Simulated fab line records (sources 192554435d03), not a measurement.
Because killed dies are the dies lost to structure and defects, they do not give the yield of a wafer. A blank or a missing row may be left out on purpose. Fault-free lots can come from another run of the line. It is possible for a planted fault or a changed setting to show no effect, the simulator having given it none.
fab line records    flow n5-finfet
[record] lots = 10  wafers = 30  last-day = 19
route steps=1938 shown ZERO_LAYER@13 WELL_APT@36 BEOL_M4@1111 PASSIVATION@1936
lots with no fault: from the same line, run without faults
start-h: start of the lot's first displayed wafer, in hours after the record's first day    wait-h: hours from the lot's prior step to this one    " the same as in the row above    L1.1+2: a row that stands for several wafers    - either no value or no given start    * or withheld: withheld    < > ~ a bound
route shown NAME@n: NAME is a module with steps in the file, n the number in the route of the first one    usual: the fault-free wafers' mean and standard deviation    same: alike in all rows    chamber/n: place in a boat    sites: each site's reading    _std_site: the values' standard deviation    _edge_site: the outer-site mean with the inner-site mean subtracted    radius-mm: for every site, how far away it sits from the centre of the wafer    mask NAME#n: copy n    behind: the most recent tool/chamber to have shaped the wafer    hold: cause of the lot's hold/its duration in hours/its outcome    device: the n, p or np transistor that did not switch    end of line: the route-end tests of the same wafers    a step given without rows: its recipe and nothing more    killed: dies lost to structure and defects at the first sort, not the wafer's yield    map: per-die view of a wafer (x killed, . not killed, _ where there is no die)
set.NAME: the setting as run; set.NAME@STEP: as run at that earlier step    model.NAME: the simulator's own value behind a step, which no gauge read
steps of the route over a sample of lots; a table a step, a row a wafer
services: when a tool's chamber went out of use (start-h, in hours from the record's first day, below 0 if earlier), for how many hours, and the reason
[[steps]]
[step N5_ZERO_LAYER_CD_MEAS_11]
[recipe] target-cd-nm = 2000  landing-energy-ev = 500  detector = se-inlens
[usual] cd-nm = 2000.3/1.6
lot.wafer  tool       chamber  start-h  wait-h  cd-nm
L264.3     cd-sem-01  0        12.78    -       2002.1
L264.4     "          0        "        "       1999.9
L264.5     "          0        "        "       2001.0
L266.1     cd-sem-03  0        24.77    -       2000.8
L266.4     "          0        "        "       2001.2
L266.6     "          0        "        "       1999.8
L269.1     cd-sem-03  0        42.64    -       1999.0
L269.2     "          0        "        "       2000.5
L269.6     "          0        "        "       1999.8
L275.3     cd-sem-01  0        78.77    -       2001.1
L275.4     "          0        "        "       2000.0
L275.6     "          0        "        "       2000.3
L276.2     cd-sem-01  0        84.64    -       1999.6
L276.3     "          0        "        "       1998.5
L276.6     "          0        "        "       1998.9
L279.2     cd-sem-03  0        102.64   -       2003.7
L279.4     "          0        "        "       2002.0
L279.5     "          0        "        "       2001.1
L280.2     cd-sem-01  0        108.77   -       2001.8
L280.4     "          0        "        "       1999.8
L280.5     "          0        "        "       1999.2
L281.1     cd-sem-02  0        114.78   -       2000.5
L281.3     "          0        "        "       1999.1
L281.4     "          0        "        "       2001.6
L283.3     cd-sem-01  0        126.77   -       2001.4
L283.5     "          0        "        "       2002.5
L283.6     "          0        "        "       2003.4
L286.1     cd-sem-03  0        144.79   -       1999.8
L286.3     "          0        "        "       2000.0
L286.6     "          0        "        "       1999.5
[step N5_ZERO_LAYER_DESCUM_16]
[recipe] chemistry = O2  time-s = 7.9  source-power-w = 50  bias-power-w = 20  pressure-mtorr = 20  rf-frequency-hz = 2.712e+07  temp-c = 40  o2-flow-sccm = 225
[usual] drypump-motor-current-A = 5.8/0.55  o2-flow-sccm = 225.0/0.64  oes-product-au = 0.77/0.071  rf-vpp-V = 243.3/1.2  showerhead-plenum-p-Torr = 2.10/0.065  throttle-valve-pct = 20.57/0.22
lot.wafer  tool         chamber  start-h  wait-h  drypump-motor-current-A  o2-flow-sccm  oes-product-au  rf-hours-counter-h  rf-vpp-V  showerhead-plenum-p-Torr  throttle-valve-pct
L264.3     rie-diel-03  2        13.19    0.4     5.0                      224.5         0.81            97                  245.2     2.19                      20.36
L264.4     "            3        "        "       5.3                      224.9         0.69            243                 243.5     2.15                      20.79
L264.5     "            3        "        "       5.4                      224.1         0.68            -                   246.0     2.15                      20.79
L266.1     rie-diel-01  0        24.80    0.0     6.6                      225.7         0.88            40                  241.6     2.05                      20.73
L266.4     "            2        "        "       6.4                      224.4         0.72            226                 241.6     1.97                      20.85
L266.6     "            0        "        "       6.6                      226.3         0.87            -                   242.6     2.05                      20.72
L269.1     rie-diel-03  1        42.68    0.0     6.1                      225.0         0.77            127                 242.1     2.02                      20.02
L269.2     "            2        "        "       5.0                      226.0         0.80            106                 244.9     2.19                      20.36
L269.6     "            2        "        "       5.0                      225.6         0.80            -                   244.8     2.19                      20.37
L275.3     rie-diel-03  0        78.80    0.0     5.5                      225.2         0.73            164                 242.7     2.09                      20.66
L275.4     "            3        "        "       5.4                      224.9         0.96            -                   243.2     2.14                      20.43
L275.6     "            2        "        "       5.0                      225.3         0.79            -                   243.9     2.19                      20.39
L276.2     rie-diel-01  1        84.92    0.3     6.3                      224.9         0.80            107                 244.9     2.12                      20.43
L276.3     "            3        "        "       6.0                      224.8         0.67            231                 243.5     2.06                      20.83
L276.6     "            2        "        "       6.4                      225.4         0.71            -                   243.4     1.96                      20.87
L279.2     rie-diel-03  3        102.68   0.0     5.4                      224.2         0.94            14                  243.0     2.14                      20.45
L279.4     "            0        "        "       5.5                      224.8         0.74            170                 243.2     2.09                      20.66
L279.5     "            1        "        "       6.1                      224.9         0.76            -                   241.8     2.01                      20.04
L280.2     rie-diel-06  0        108.81   0.0     6.4                      224.6         0.72            201                 244.7     2.17                      20.76
L280.4     "            3        "        "       5.2                      224.9         0.86            31                  245.4     2.14                      20.72
L280.5     "            2        "        "       6.4                      224.6         0.80            -                   242.3     2.01                      20.44
L281.1     rie-diel-03  3        114.82   0.0     5.4                      225.8         0.95            17                  242.8     2.14                      20.45
L281.3     "            2        "        "       5.0                      225.0         0.78            125                 244.3     2.18                      20.40
L281.4     "            1        "        "       6.1                      224.4         0.76            137                 242.8     2.01                      20.04
L283.3     rie-diel-01  1        126.85   0.1     6.3                      224.7         0.78            121                 245.2     2.12                      20.46
L283.5     "            3        "        "       6.0                      223.7         0.66            -                   242.3     2.06                      20.86
L283.6     "            0        "        "       6.6                      225.9         0.83            -                   242.3     2.04                      20.79
L286.1     rie-diel-06  3        146.20   1.4     5.2                      224.2         0.85            38                  243.1     2.14                      20.71
L286.3     "            1        "        "       5.2                      225.9         0.70            227                 245.1     2.16                      20.59
L286.6     "            2        "        "       6.4                      224.5         0.79            -                   241.7     2.01                      20.45
[step N5_WELL_APT_COAT_19]
[recipe] spin-rpm = 1357  resist-thk-nm = 950
[usual] chill-plate-temp-C = 22.99/0.12  dispense-pressure-kPa = 56.3/2.4
lot.wafer  tool            chamber  start-h  wait-h  chill-plate-temp-C  dispense-pressure-kPa
L264.3     litho-track-03  0        15.04    -       23.03               58.5
L264.4     "               0        "        "       23.18               58.5
L264.5     "               0        "        "       23.05               58.5
L266.1     litho-track-03  0        26.56    -       23.15               58.5
L266.4     "               0        "        "       22.99               58.5
L266.6     "               0        "        "       22.96               58.5
L269.1     litho-track-01  0        44.44    -       22.86               56.1
L269.2     "               0        "        "       22.89               56.1
L269.6     "               0        "        "       22.94               56.1
L275.3     litho-track-04  -        80.91    -       -                   -
L275.4     "               -        "        "       -                   -
L275.6     "               -        "        "       -                   -
L276.2     litho-track-01  -        86.66    -       -                   -
L276.3     "               -        "        "       -                   -
L276.6     "               -        "        "       -                   -
L279.2     litho-track-04  0        104.70   -       22.97               53.2
L279.4     "               0        "        "       22.97               53.2
L279.5     "               0        "        "       23.25               53.2
L280.2     litho-track-04  0        110.78   -       22.99               53.2
L280.4     "               0        "        "       23.08               53.2
L280.5     "               0        "        "       23.16               53.2
L281.1     litho-track-03  0        116.60   -       22.90               58.5
L281.3     "               0        "        "       22.88               58.5
L281.4     "               0        "        "       22.93               58.5
L283.3     litho-track-04  0        128.58   -       22.93               53.2
L283.5     "               0        "        "       23.01               53.2
L283.6     "               0        "        "       23.04               53.2
L286.1     litho-track-04  0        149.72   -       22.97               53.2
L286.3     "               0        "        "       23.04               53.2
L286.6     "               0        "        "       23.01               53.2
[step N5_WELL_APT_CD_MEAS_25]
[recipe] target-cd-nm = 200  landing-energy-ev = 500  detector = se-inlens
[usual] cd-nm = 200.5/1.4
lot.wafer  tool       chamber  start-h  wait-h  cd-nm
L264.3     cd-sem-01  0        15.44    -       201.2
L264.4     "          0        "        "       201.3
L264.5     "          0        "        "       203.9
L266.1     cd-sem-02  0        26.83    -       201.9
L266.4     "          0        "        "       200.9
L266.6     "          0        "        "       201.3
L269.1     cd-sem-01  0        44.83    -       202.1
L269.2     "          0        "        "       202.0
L269.6     "          0        "        "       201.6
L275.3     cd-sem-03  0        81.30    -       -
L275.4     "          0        "        "       -
L275.6     "          0        "        "       -
L276.2     cd-sem-02  0        87.06    -       -
L276.3     "          0        "        "       -
L276.6     "          0        "        "       -
L279.2     cd-sem-03  0        104.97   -       199.5
L279.4     "          0        "        "       198.0
L279.5     "          0        "        "       199.9
L280.2     cd-sem-03  0        111.05   -       201.1
L280.4     "          0        "        "       200.6
L280.5     "          0        "        "       199.9
L281.1     cd-sem-03  0        116.99   -       201.5
L281.3     "          0        "        "       202.0
L281.4     "          0        "        "       201.5
L283.3     cd-sem-02  0        128.97   -       198.2
L283.5     "          0        "        "       199.1
L283.6     "          0        "        "       202.2
L286.1     cd-sem-03  0        150.12   -       201.1
L286.3     "          0        "        "       200.1
L286.6     "          0        "        "       200.1
[step N5_WELL_APT_EPI_41]
[recipe] material = Si  target-thk-a = 500  temp-c = 650  precursor = SiH4/H2  pressure-torr = 20  time-s = 297.7
[usual] susceptor-temp-C = 650.03/0.29  throttle-valve-pct = 11.45/0.29
lot.wafer  tool          chamber  start-h  wait-h  susceptor-temp-C  throttle-valve-pct
L264.3     epi-rpcvd-03  0        16.72    0.2     649.66            10.94
L264.4     "             0        "        "       650.01            11.24
L264.5     "             0        "        "       649.82            10.90
L266.1     epi-rpcvd-03  0        27.93    0.0     650.24            11.16
L266.4     "             0        "        "       649.99            11.22
L266.6     "             0        "        "       650.05            11.08
L269.1     epi-rpcvd-02  0        45.92    0.0     650.01            11.39
L269.2     "             0        "        "       650.06            11.67
L269.6     "             0        "        "       649.89            11.57
L275.3     epi-rpcvd-02  0        82.68    0.3     650.04            11.54
L275.4     "             0        "        "       650.24            11.66
L275.6     "             0        "        "       650.27            11.35
L276.2     epi-rpcvd-03  0        88.44    0.2     649.59            10.98
L276.3     "             0        "        "       650.13            11.09
L276.6     "             0        "        "       650.19            11.16
L279.2     epi-rpcvd-02  0        106.15   0.1     649.60            11.52
L279.4     "             0        "        "       650.11            11.48
L279.5     "             0        "        "       650.05            11.57
L280.2     epi-rpcvd-02  0        112.24   0.1     649.53            11.56
L280.4     "             0        "        "       650.00            11.47
L280.5     "             0        "        "       649.96            11.72
L281.1     epi-rpcvd-02  0        118.09   0.0     650.14            11.45
L281.3     "             0        "        "       650.37            11.64
L281.4     "             0        "        "       649.81            11.72
L283.3     epi-rpcvd-02  0        130.58   0.2     650.46            11.35
L283.5     "             0        "        "       650.31            11.65
L283.6     "             0        "        "       650.17            11.40
L286.1     epi-rpcvd-04  0        151.30   0.0     649.95            11.58
L286.3     "             0        "        "       650.24            11.91
L286.6     "             0        "        "       650.13            11.73
[step N5_BEOL_M4_RC_MEAS_101]
[usual] DIBL_N = 36.0/1.3  DIBL_P = 36.2/1.7  IOFF_N = 0.155/0.024  IOFF_P = 0.21/0.034  ION_N = 674/9  ION_P = 463/7.1  SS_N = 71.4/0.5  SS_P = 73.4/0.57  VT_N = 250.0/2.8  VT_P = -251/3.2
lot.wafer  tool       chamber  start-h  wait-h  DIBL_N[mV/V]  DIBL_P[mV/V]  IOFF_N[nA/um]  IOFF_P[nA/um]  ION_N[uA/um]  ION_P[uA/um]  SS_N[mV/dec]  SS_P[mV/dec]  VT_N[mV]  VT_P[mV]
L264.3     prober-01  0        211.10   0.3     34.4          34.2          0.113          0.17           654           457           70.8          72.5          255.3     -254
L264.4     "          0        "        "       32.8          32.1          0.097          0.14           654           454           70.5          72.9          255.2     -256
L264.5     "          0        "        "       34.7          34.6          0.123          0.18           664           460           71.1          73.6          254.6     -253
L266.1     prober-01  0        249.90   0.0     35.8          35.3          0.143          0.18           675           457           71.1          72.9          250.7     -252
L266.4     "          0        "        "       35.7          35.4          0.144          0.19           675           458           70.8          73.4          251.6     -252
L266.6     "          0        "        "       37.3          37.0          0.171          0.20           680           459           71.6          73.3          249.7     -251
L279.2     prober-02  0        311.95   0.2     37.7          36.4          0.176          0.26           683           472           71.4          74.0          245.8     -246
L279.4     "          0        "        "       35.4          33.7          0.134          0.21           668           465           72.0          73.5          247.5     -246
L279.5     "          0        "        "       38.0          37.1          0.192          0.28           678           473           72.3          73.9          245.9     -243
L280.2     prober-02  0        319.44   0.2     38.0          38.0          0.180          0.24           680           466           71.8          73.8          249.6     -252
L280.4     "          0        "        "       36.2          36.0          0.142          0.20           664           459           71.0          73.3          249.0     -252
L280.5     "          0        "        "       36.5          35.8          0.143          0.20           667           463           71.7          73.8          253.3     -252
L281.1     prober-01  0        322.20   0.0     35.4          37.6          0.143          0.19           670           459           71.4          73.7          252.1     -254
L281.3     "          0        "        "       34.7          37.2          0.137          0.18           666           456           71.4          73.1          250.1     -253
L281.4     "          0        "        "       35.4          38.1          0.149          0.20           676           467           72.0          73.9          250.3     -251
L283.3     prober-01  0        327.52   0.3     36.7          36.2          0.164          0.24           680           473           72.1          73.5          250.9     -246
L283.5     "          0        "        "       37.5          37.5          0.180          0.26           683           476           72.1          74.1          251.2     -246
L283.6     "          0        "        "       36.4          36.1          0.156          0.23           680           472           72.2          73.3          250.9     -247
L269.1     prober-02  0        347.29   0.0     36.1          37.0          0.162          0.20           674           458           71.9          73.4          249.5     -251
L269.2     "          0        "        "       36.3          37.2          0.155          0.20           663           451           71.7          72.9          251.1     -254
L269.6     "          0        "        "       34.5          35.2          0.132          0.18           660           453           71.2          73.7          252.5     -254
L286.1     prober-01  0        358.50   0.0     34.6          34.0          0.126          0.16           657           447           70.6          73.1          257.1     -257
L286.3     "          0        "        "       33.5          33.6          0.124          0.16           658           453           71.5          72.0          253.6     -256
L286.6     "          0        "        "       33.9          33.6          0.121          0.16           655           453           71.5          73.2          253.1     -256
[step N5_PASSIVATION_PROBE_49]
[usual] killed_at_M0_to_M3 = 37/12  killed_at_M4_up = 15/5.6  killed-at-contacts = 13/6.9  killed-at-front-end = 40/11  killed-at-other = 4/3.2  killed-dies = 109/20  killed-on-rim = 14/4.3  killed-open = 73/15  killed-short = 35/8.3
[same] gross-dies = 1180  killed-at-back-side = 0
lot.wafer  tool       chamber  start-h  wait-h  killed_at_M0_to_M3  killed_at_M4_up  killed-at-contacts  killed-at-front-end  killed-at-other  killed-dies  killed-on-rim  killed-open  killed-short
L276.2     prober-02  -        403.14   0.1     16                  10               10                  1143                 1                1180         152            46           33
L276.3     prober-02  -        403.19   0.1     24                  12               9                   1132                 3                1180         152            56           31
L276.6     prober-02  -        403.34   0.3     31                  20               17                  1106                 6                1180         152            79           27
L275.3     prober-02  -        407.03   0.4     27                  15               15                  1122                 1                1180         152            60           35
L275.4     prober-02  -        407.08   0.4     38                  13               10                  1118                 1                1180         152            69           34
L275.6     prober-02  -        407.18   0.5     40                  8                12                  1113                 7                1180         152            84           48
L279.2     prober-02  -        424.92   0.1     28                  28               8                   44                   4                112          14             69           41
L279.4     prober-02  -        425.02   0.2     47                  16               7                   76                   2                148          15             107          39
L279.5     prober-02  -        425.07   0.2     31                  19               6                   33                   3                92           6              59           32
L280.2     prober-01  -        425.93   0.1     42                  13               14                  38                   1                108          14             64           44
L280.4     prober-01  -        426.03   0.2     38                  17               17                  37                   8                117          17             69           48
L280.5     prober-01  -        426.08   0.2     34                  11               15                  18                   1                79           11             47           31
L269.1     prober-01  -        466.97   0.0     39                  8                7                   24                   1                79           8              52           24
L269.2     prober-01  -        467.02   0.1     48                  17               4                   28                   1                98           9              60           35
L269.6     prober-01  -        467.22   0.3     28                  17               4                   34                   4                87           13             50           35
// killed by level:class
L276.2 WELL_APT:area-expose=1101 STI_FIN_REVEAL:geometric-particle:open=14 MOL_CONTACT_COAG:geometric-particle:open=8 GATE_CUT:geometric-particle:short=6 BEOL_M2:geometric-particle:open=4 FIN_SAQP:geometric-particle:short=3 FIN_SAQP:geometric-particle:open=3 DUMMY_GATE:geometric-particle:open=3
L276.3 WELL_APT:area-expose=1093 STI_FIN_REVEAL:geometric-particle:open=12 MOL_CONTACT_COAG:geometric-particle:open=8 DUMMY_GATE:geometric-particle:open=5 BEOL_M0:geometric-particle:open=5 STI_FIN_REVEAL:geometric-particle:short=4 DUMMY_GATE:geometric-particle:short=4 BEOL_M0_SAQP:geometric-particle:open=4
L276.6 WELL_APT:area-expose=1073 STI_FIN_REVEAL:geometric-particle:open=17 MOL_CONTACT_COAG:geometric-particle:open=15 BEOL_M2:geometric-particle:open=13 BEOL_M4:geometric-particle:open=11 BEOL_M0_SAQP:geometric-particle:open=6 STI_FIN_REVEAL:geometric-particle:short=5 BEOL_M0_SAQP:geometric-particle:short=5
L275.3 WELL_APT:area-expose=1085 BEOL_M3:geometric-particle:open=9 MOL_CONTACT_COAG:geometric-particle:short=8 FIN_SAQP:geometric-particle:open=7 MOL_CONTACT_COAG:geometric-particle:open=7 DUMMY_GATE:geometric-particle:open=6 BEOL_M0_SAQP:geometric-particle:open=6 STARTING-WAFER:geometric-particle:short=6
L275.4 WELL_APT:area-expose=1077 BEOL_M3:geometric-particle:open=15 FIN_SAQP:geometric-particle:short=9 FIN_SAQP:geometric-particle:open=9 MOL_CONTACT_COAG:geometric-particle:open=9 STI_FIN_REVEAL:geometric-particle:open=6 BEOL_M2:geometric-particle:open=5 BEOL_M0_SAQP:geometric-particle:open=5
L275.6 WELL_APT:area-expose=1048 STI_FIN_REVEAL:geometric-particle:open=22 FIN_SAQP:geometric-particle:short=13 BEOL_M0_SAQP:geometric-particle:short=12 FIN_SAQP:geometric-particle:open=10 BEOL_M0_SAQP:geometric-particle:open=9 MOL_CONTACT_COAG:geometric-particle:open=7 BEOL_M2:geometric-particle:open=6
L279.2 BEOL_M4:geometric-particle:open=16 FIN_SAQP:geometric-particle:short=15 DUMMY_GATE:geometric-particle:open=7 MOL_CONTACT_COAG:geometric-particle:open=7 BEOL_M2:geometric-particle:open=7 BEOL_M4:geometric-particle:short=7 BEOL_M1:geometric-particle:open=5 FIN_SAQP:geometric-particle:open=4
L279.4 FIN_SAQP:geometric-particle:short=17 STI_FIN_REVEAL:geometric-particle:open=16 BEOL_M0_SAQP:geometric-particle:open=15 FIN_SAQP:geometric-particle:open=14 BEOL_M2:geometric-particle:open=13 BEOL_M4:geometric-particle:open=9 BEOL_M1:geometric-particle:open=8 DUMMY_GATE:geometric-particle:open=7
L279.5 BEOL_M4:geometric-particle:open=11 FIN_SAQP:geometric-particle:open=7 BEOL_M0_SAQP:geometric-particle:short=7 BEOL_M0_SAQP:geometric-particle:open=7 BEOL_M3:geometric-particle:open=7 MOL_CONTACT_COAG:geometric-particle:open=5 FIN_SAQP:geometric-particle:short=3 SDB:geometric-particle:short=3
L280.2 BEOL_M2:geometric-particle:open=16 FIN_SAQP:geometric-particle:open=9 MOL_CONTACT_COAG:geometric-particle:open=9 GATE_CUT:geometric-particle:short=8 FIN_SAQP:geometric-particle:short=7 BEOL_M0_SAQP:geometric-particle:short=6 BEOL_M2:geometric-particle:short=6 BEOL_M5:geometric-particle:open=6
L280.4 MOL_CONTACT_COAG:geometric-particle:open=14 BEOL_M0_SAQP:geometric-particle:short=9 FIN_SAQP:geometric-particle:open=7 GATE_CUT:geometric-particle:short=7 BEOL_M2:geometric-particle:open=6 BEOL_M2:geometric-particle:short=6 BEOL_M3:geometric-particle:open=6 BEOL_M4:geometric-particle:open=6
L280.5 MOL_CONTACT_COAG:geometric-particle:open=14 BEOL_M2:geometric-particle:short=8 FIN_SAQP:geometric-particle:short=6 BEOL_M2:geometric-particle:open=6 BEOL_M5:geometric-particle:open=6 BEOL_M0_SAQP:geometric-particle:short=5 STI_FIN_REVEAL:geometric-particle:open=4 BEOL_M1:geometric-particle:open=4
L269.1 BEOL_M2:geometric-particle:open=15 BEOL_M0_SAQP:geometric-particle:open=8 MOL_CONTACT_COAG:geometric-particle:open=4 BEOL_M0_SAQP:geometric-particle:short=4 BEOL_M3:geometric-particle:open=4 STARTING-WAFER:geometric-particle:open=4 STARTING-WAFER:geometric-particle:short=4 BEOL_M0:geometric-particle:open=3
L269.2 BEOL_M0_SAQP:geometric-particle:short=9 BEOL_M3:geometric-particle:open=9 DUMMY_GATE:geometric-particle:open=8 BEOL_M2:geometric-particle:open=8 GATE_CUT:geometric-particle:short=7 BEOL_M0_SAQP:geometric-particle:open=6 BEOL_M1:geometric-particle:open=6 BEOL_M2:geometric-particle:short=5
L269.6 BEOL_M2:geometric-particle:open=11 GATE_CUT:geometric-particle:short=9 BEOL_M0_SAQP:geometric-particle:short=7 DUMMY_GATE:geometric-particle:open=6 MOL_CONTACT_COAG:geometric-particle:open=4 BEOL_M1:geometric-particle:open=4 BEOL_M4:geometric-particle:open=4 BEOL_M4:geometric-particle:short=4
[[services]]
tool            chamber  start-h  hours  kind
epi-rpcvd-04    -        6.56     8.1    pm
rie-diel-01     1        28.63    15.2   repair
rie-diel-03     3        37.19    -      clean
rie-diel-03     3        37.19    -      consumable-replace:focus-ring
rie-diel-03     3        37.19    11.0   scheduled-down
rie-diel-03     3        37.19    11.0   vent-cycle
rie-diel-03     -        56.58    0.7    repair
rie-diel-06     2        62.12    2.9    repair
rie-diel-03     1        63.66    28.1   repair
rie-diel-01     0        75.90    1.5    repair
epi-rpcvd-03    -        89.11    2.7    repair
epi-rpcvd-02    -        96.82    1.2    repair
rie-diel-01     2        108.89   -      clean
rie-diel-01     2        108.89   -      consumable-replace:focus-ring
rie-diel-01     2        108.89   -      consumable-replace:showerhead
rie-diel-01     2        108.89   24.0   scheduled-down
rie-diel-01     2        108.89   24.0   vent-cycle
litho-track-01  -        143.10   -      consumable-replace:filter
litho-track-01  -        147.41   -      consumable-replace:filter
[[key]]
[first-sign] step = N5_WELL_APT_COAT_19  reading = tool-record  direction = missing
[effect] step = N5_WELL_APT_CD_MEAS_25  reading = cd-nm  direction = missing
[effect] step = N5_PASSIVATION_PROBE_49  reading = killed-at-front-end  direction = up  sigmas = 94  usual = 40  struck = 1122
[more-kills-born-at] N5_WELL_APT_EXPOSE_22@krf-scanner-01 = 3267  N5_WELL_APT_EXPOSE_22@krf-scanner-02 = 3210
met-at N5_WELL_APT_COAT_19
struck-lots L275,L276
later-rows-left-out L275.3,L275.4,L275.6,L276.2,L276.3,L276.6
tester-left-out L275,L276
not-acting-at N5_ZERO_LAYER_CD_MEAS_11,N5_ZERO_LAYER_DESCUM_16,N5_WELL_APT_EPI_41
onset-between 44.44 80.91
[fault] kind = skipped-step-whole  tool = litho-track-01,litho-track-04  chamber = -  onset-h = 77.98  steps = N5_WELL_APT_COAT_19  scope = struck-lots-only
// tester-left-out: of these lots the tester's yield and bins aren't shown, on N5 and GAA mostly nor the transistor test; their killed dies are dies lost to structure and defects alone, not to doping, threshold or leakage, so they don't give the yield
// later-rows-left-out: the simulator's readings of these wafers behind a module that went badly wrong aren't trusted and aren't shown, but for the sort
